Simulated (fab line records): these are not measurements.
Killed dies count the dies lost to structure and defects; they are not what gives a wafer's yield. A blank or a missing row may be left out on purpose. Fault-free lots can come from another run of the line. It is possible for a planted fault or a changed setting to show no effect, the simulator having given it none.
A lot that was struck, set against a sound lot -- flow nandHarc -- 11 out of 1302 route steps
Sound: these wafers, L200.1, L200.4, L200.5. Wafers L188.1, L188.4, L188.5 were the ones struck. The cause is given at the end.
Each step with rows lists, per side, the tool, then ch with its chambers, then its first start. Under that, the readings that differ: sound wafers -- struck wafers -- difference of the means -- sigmas: that difference in standard deviations of wafers without a fault.
alike: a reading whose means differ by less than 2 such deviations, as well as words and numbers matching on both sides. not compared: withheld readings; readings where some wafer has no value; bounds like >300 that might hide an equal value; numbers whose values overlap and for which the record gives no deviation.
The two part at a step that has a row with sigmas, a row that says differs or no value, or rows on one side only. When numbers do not overlap yet have no deviation, they are printed without sigmas and do not part them. A reading that every wafer of one side lacks parts them only if that side has two wafers or more.

first, 1 step without rows for these wafers: NHARC_A_WL_FILL_CVD_23 (deposits poly-Si, target thk 40 nm, time 800 s).
NHARC_A_WL_FILL_ETCHBACK_26: etches the open film in HBr, target depth 52 nm, time 13.3 s.
  sound on rieSi-01 ch 0,2,3, day 27 09:26; struck on rieSi-03 ch 0,1,2, day 22 07:29
  alike: biasW, drypumpMotorCurrentA, oesProductAu, throttleValvePct
  not compared: rfHoursCounterH
then, 2 steps without rows for these wafers: NHARC_A_WL_FILL_PRECLEAN_30 (cleans in dHF, time 10 s); NHARC_A_WL_FILL_SRD_14.
NHARC_A_WL_FILL_ALD_19: deposits TiN, target thk 2 nm, pulse time 3 s, ald cycles 100.
  sound on aldMetal-01 ch 1,2,3, day 27 09:44; struck on aldMetal-02 ch 0,2,3, day 22 07:44
  alike: heaterPowerW, precursorPulseHeightRel
NHARC_A_WL_FILL_CVD_20: deposits W, target thk 100 nm, time 74 s.
  sound: cvdW-01 ch 0,1; struck: cvdW-01 ch 0,1
  alike: heaterPowerW, throttleValvePct
NHARC_A_WL_FILL_CMP_12: polishes, t overpolish 30 s, target thk 100 nm.
  sound on cmp-02 ch 0,1, day 27 10:04; struck on cmp-02 ch 2,3, day 22 08:07
reading,sound,struck,difference,sigmas
overpolishRunS (s),30.010 30.023 30.019,29.993 30.001 29.992,-0.022,-2
  alike: motorCurrentA, slurryFlowMlMin, timeToEndpointS
following that, these wafers have no rows for 1 step: NHARC_A_WL_FILL_SRD_31.
NHARC_A_WL_FILL_INSPECT_15:
  sound: defectInspect-02 at day 27 10:32; struck: defectInspect-02 at day 22 08:34
  alike: rawDefectCount
NHARC_A_CONTACT_DEP_24: deposits SiO2, target thk 500 nm.
  sound on pecvd-02 ch 0,2, day 27 10:44; struck on pecvd-01 ch 0,2, day 22 09:22
  alike: flowSccm, heaterPowerW, throttleValvePct
following that, these wafers have no rows for 1 step: NHARC_END_SORT_01.

## WHERE THEY PART
Only at NHARC_A_WL_FILL_CMP_12, within this record. Later steps at which nothing parts them and some readings are alike: NHARC_A_WL_FILL_INSPECT_15, NHARC_A_CONTACT_DEP_24.

WHY: what the simulator had put in
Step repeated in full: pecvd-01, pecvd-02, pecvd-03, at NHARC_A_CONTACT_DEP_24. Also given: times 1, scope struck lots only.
